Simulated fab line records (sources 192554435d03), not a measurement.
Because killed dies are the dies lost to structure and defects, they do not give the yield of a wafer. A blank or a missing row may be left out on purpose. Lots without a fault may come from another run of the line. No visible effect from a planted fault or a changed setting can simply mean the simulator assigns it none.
Chamber matching ; flow n5 finfet ; N5_HKMG_FIN_ALD_21 on ald metal-03 has 4 sister chambers
The step deposits TiN, target thk 1.5 nm, pulse time 1 s, purge time 3 s. 16 wafers are shown with their chamber, then 8 later ones without.

EACH WAFER AND ITS CHAMBER
wafer;chamber;heater power w (W);precursor pulse height rel
L077.2;2;898;0.993
L077.3;1;811;1.018
L077.6;3;969;0.990
L079.1;1;832;1.013
L079.4;2;928;0.996
L079.6;3;981;1.008
L080.2;0;1022;1.007
L080.3;2;906;1.037
L080.6;0;995;0.995
L086.1;0;1007;1.015
L086.3;1;828;1.000
L086.4;3;952;1.037
L088.1;3;960;0.989
L088.2;0;1039;1.029
L088.6;1;782;0.978
L089.1;1;811;1.014

SIGNATURES (averages over the wafers above)
reading;chamber 0;chamber 1;chamber 2;chamber 3;scatter within a chamber
heater power w;1015.75;812.80;910.67;965.50;17.3
precursor pulse height rel;1.01150;1.00460;1.00867;1.00600;0.0191
Rule: distance of a wafer from a chamber = root of the sum over the readings of ((wafer's reading minus chamber's mean) / reading's scatter) squared. The wafer belongs to the nearest chamber; if the next one is less than 2 further off, it can't be placed. The scatter: take each reading less its chamber's mean, square it, sum over the shown wafers, divide by the number of wafers less the number of chambers, and take the root.

WAFERS MISSING THEIR CHAMBER
wafer;heater power w (W);precursor pulse height rel
L089.3;921;1.002
L089.5;807;1.002
L092.1;946;1.003
L092.2;1021;0.982
L092.6;814;0.991
L097.2;925;0.990
L097.3;983;0.999
L097.6;971;0.998

WHICH CHAMBER EACH WENT THROUGH
wafer;from the rows above;in truth
L089.3;can't be placed: 2 or 3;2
L089.5;1;1
L092.1;can't be placed: 3 or 2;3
L092.2;can't be placed: 0 or 3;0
L092.6;1;1
L097.2;can't be placed: 2 or 3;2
L097.3;can't be placed: 3 or 0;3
L097.6;3;3
3 of 8 placed correctly. Unplaceable from these rows: 5, with the true chamber sitting among the candidates in 5. Wrongly placed: 0.
